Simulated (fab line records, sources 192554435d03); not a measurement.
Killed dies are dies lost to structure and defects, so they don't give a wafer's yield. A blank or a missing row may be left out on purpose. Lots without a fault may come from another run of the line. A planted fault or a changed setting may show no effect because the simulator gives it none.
Chamber matching | flow n5_finfet | N5_BEOL_M11_ETCH_65 on rie_diel-01: 4 sister chambers
The step etches SiARC in CF4, target depth 39 nm, time 65 s. 14 wafers are shown with their chamber, then 7 later ones without.

WAFERS WITH THEIR CHAMBER
wafer  | chamber | drypump_motor_current_A (A) | showerhead_plenum_p_Torr (Torr) | throttle_valve_pct (%)
L368.4 | 3       | 5.4                         | 2.04                            | 15.74
L368.5 | 0       | 5.2                         | 2.15                            | 15.55
L368.6 | 1       | 5.5                         | 2.19                            | 15.86
L369.2 | 2       | 6.1                         | 2.15                            | 15.94
L369.3 | 3       | 5.4                         | 2.04                            | 15.75
L369.5 | 2       | 6.1                         | 2.15                            | 15.95
L372.1 | 0       | 5.2                         | 2.14                            | 15.58
L372.3 | 3       | 5.5                         | 2.04                            | 15.77
L372.6 | 2       | 6.1                         | 2.15                            | 15.92
L377.3 | 1       | 5.5                         | 2.19                            | 15.87
L377.4 | 2       | 6.1                         | 2.15                            | 15.96
L377.5 | 3       | 5.4                         | 2.04                            | 15.76
L380.1 | 2       | 6.1                         | 2.14                            | 15.96
L380.2 | 3       | 5.4                         | 2.03                            | 15.79

SIGNATURES (means of the wafers above)
reading                  | chamber 0 | chamber 1 | chamber 2 | chamber 3 | scatter within a chamber
drypump_motor_current_A  | 5.200     | 5.500     | 6.100     | 5.420     | 0.0283
showerhead_plenum_p_Torr | 2.1450    | 2.1900    | 2.1480    | 2.0380    | 0.00458
throttle_valve_pct       | 15.5650   | 15.8650   | 15.9460   | 15.7620   | 0.0176
Rule: a wafer's distance from a chamber is the root of the sum, over the readings, of the square of ((its reading less the chamber's mean) divided by the reading's scatter). The wafer belongs to the nearest chamber; if the next one is less than 2 further off, it can't be placed. The scatter: the root of (the sum of the squares of (reading less its chamber's mean) over the shown wafers, divided by (wafers less chambers)).

WAFERS WITHOUT THEIR CHAMBER
wafer  | drypump_motor_current_A (A) | showerhead_plenum_p_Torr (Torr) | throttle_valve_pct (%)
L380.5 | 5.5                         | 2.03                            | 15.80
L385.1 | 5.2                         | 2.13                            | 15.64
L385.2 | 5.5                         | 2.18                            | 15.37
L385.3 | 6.1                         | 2.14                            | 15.97
L389.1 | 5.3                         | 2.13                            | 15.65
L389.4 | 5.3                         | 2.13                            | 15.65
L389.5 | 6.1                         | 2.14                            | 16.00

WHICH CHAMBER EACH WENT THROUGH
wafer  | from the rows above | in truth
L380.5 | 3                   | 3
L385.1 | 0                   | 0
L385.2 | 0                   | 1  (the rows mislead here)
L385.3 | 2                   | 2
L389.1 | 0                   | 0
L389.4 | 0                   | 0
L389.5 | 2                   | 2
Placed correctly: 6 of 7. Can't be placed from these rows: 0. Placed wrongly: 1.
